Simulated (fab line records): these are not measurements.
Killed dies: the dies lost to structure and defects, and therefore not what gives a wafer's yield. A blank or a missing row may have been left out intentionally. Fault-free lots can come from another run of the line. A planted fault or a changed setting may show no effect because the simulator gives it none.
A struck lot beside a sound one / flow nand harc / 21 steps out of a route of 1159
Sound: these wafers, L447.1, L447.4, L447.5. Struck: wafers L466.1, L466.5, L466.6. The cause is named last.
For every step that has rows: the tool of each side, followed by ch and its chambers, followed by its first start. Under that, the readings that differ: sound wafers / struck wafers / difference of the means / sigmas: that difference in standard deviations of wafers without a fault.
alike: readings whose means differ by less than 2 such deviations, and words and numbers that are the same on both sides. not compared: withheld readings, readings that some wafer has no value for, bounds like >300 that may hide the same value, and numbers for which the record gives no deviation and whose values overlap.
Wherever a step has rows on one side only, a row that says differs or no value, or a row with sigmas, the two part there. Non-overlapping numbers with no deviation appear without sigmas and do not part them. A reading that every wafer of one side lacks parts them only if that side has two wafers or more.

NHARC_P_CONTACT_CMP_24: polishes, t overpolish 30 s, target thk 200 nm.
  sound on cmp-04 ch 0,3, day 6 07:29; struck on cmp-04 ch 0,1,2, day 11 04:36
  alike: motor current A, overpolish run s, time to endpoint s
after that, 1 step had no rows for these wafers: NHARC_P_CONTACT_SRD_26.
NHARC_P_CONTACT_INSPECT_27:
  sound: defect inspect-01 at day 6 07:53; struck: defect inspect-01 at day 11 04:56
  alike: raw defect count
then, 8 steps without rows for these wafers: NHARC_P_M0_DEP_00 (deposits SiOC, target thk 150 nm); NHARC_P_M0_DEHYDRATE_01 (time 120 s); NHARC_P_M0_HMDS_02 (time 30 s); NHARC_P_M0_COAT_33 (time 65 s); NHARC_P_M0_COAT_03 (resist thk 90 nm); NHARC_P_M0_SOFTBAKE_04 (time 55 s); NHARC_P_M0_EBR_05; NHARC_P_M0_EXPOSE_06 (exposes mask P M0, target cd 90 nm).
NHARC_P_M0_PEB_07: peb time 65 s.
  sound on litho track-06 ch 0, day 6 08:42; struck on litho track-01 ch 0, day 11 05:40
reading=heater power total W (W); sound=156.5 157.1 155.9; struck=166.8 167.1 167.0; difference=+10.5; sigmas=+25
reading=plate temp C (C); sound=99.94 99.96 99.89; struck=104.84 104.97 105.06; difference=+5.03; sigmas=+36
then, 1 step without rows for these wafers: NHARC_P_M0_DEVELOP_08 (develop time 35 s).
NHARC_P_M0_CD_MEAS_09: target cd 90 nm.
  sound on cd sem-01 ch 0, day 6 08:47; struck on cd sem-02 ch 0
reading=cd nm (nm); sound=89.4 89.6 90.2; struck=102.9 101.2 102.2; difference=+12.4; sigmas=+19
  not compared: hold
NHARC_P_M0_OVL_MEAS_10: pitch 180 nm.
  sound: overlay-02 at day 6 08:52; struck: overlay-01 at day 11 09:52
reading=hold; sound=- - -; struck=await dispo/3.8h/release await dispo/3.8h/release await dispo/3.8h/release; difference=no value on the sound wafers; sigmas=
  alike: overlay x nm, overlay y nm
NHARC_P_M0_INSPECT_11:
  sound: defect inspect-01 at day 6 08:55; struck: defect inspect-01 at day 11 09:54
  alike: raw defect count
NHARC_P_M0_DESCUM_14: chemistry O2, time 3 s.
  sound on rie diel-01 ch 0,1,3, day 6 08:59; struck on rie diel-01 ch 0,3, day 11 10:08
reading=model.P_M0.cd nm (nm); sound=89.24 89.46 90.13; struck=101.9 101.5 101.3; difference=+12.0; sigmas=
  alike: drypump motor current A, o2 flow sccm, oes product au, rf vpp V, showerhead plenum p Torr, throttle valve pct
  not compared: rf hours counter h
NHARC_P_M0_ETCH_34: etches the open film in N2/H2, target depth 40 nm, overetch 12 nm, time 43.94 s.
  sound on rie diel-01 ch 0,2,3, day 6 09:03; struck on rie diel-01 ch 1,2, day 11 10:13
  alike: drypump motor current A, oes product au, rf vpp V, showerhead plenum p Torr, throttle valve pct
  not compared: rf hours counter h
NHARC_P_M0_ETCH_15: etches the open film in C4F8/Ar, target depth 150 nm, overetch 15 nm, time 82.5 s.
  sound on rie diel-01 ch 1,2,3; struck on rie diel-01 ch 1,2,3
reading=model.P_M0.cd nm (nm); sound=89.13 89.27 90.54; struck=101.6 101.2 101; difference=+11.6; sigmas=
  alike: oes product au, rf vpp V
  not compared: rf hours counter h
NHARC_P_M0_CD_MEAS_16:
  sound: cd sem-02 at day 6 09:16; struck: cd sem-02 at day 11 10:37
reading=cd nm (nm); sound=89.5 89.0 90.4; struck=101.7 101.4 101.0; difference=+11.7; sigmas=+14
  not compared: hold
-- break in the record here, with 14 days between the starts of the struck wafers on either side (left off in module P_M0, picked up again in module END, where the first step shown is number 1159 on the route) --
NHARC_END_SORT_01:
  at this point the record logs the struck wafers (prober-01 ch 0, day 25 07:28) and has no rows for the sound ones

## WHERE THEY PART
At NHARC_P_M0_PEB_07 first; at NHARC_END_SORT_01 last (within this record only).

WHY: whatever the simulator had introduced
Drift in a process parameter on litho track-01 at NHARC_P_M0_PEB_07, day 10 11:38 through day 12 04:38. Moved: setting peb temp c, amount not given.
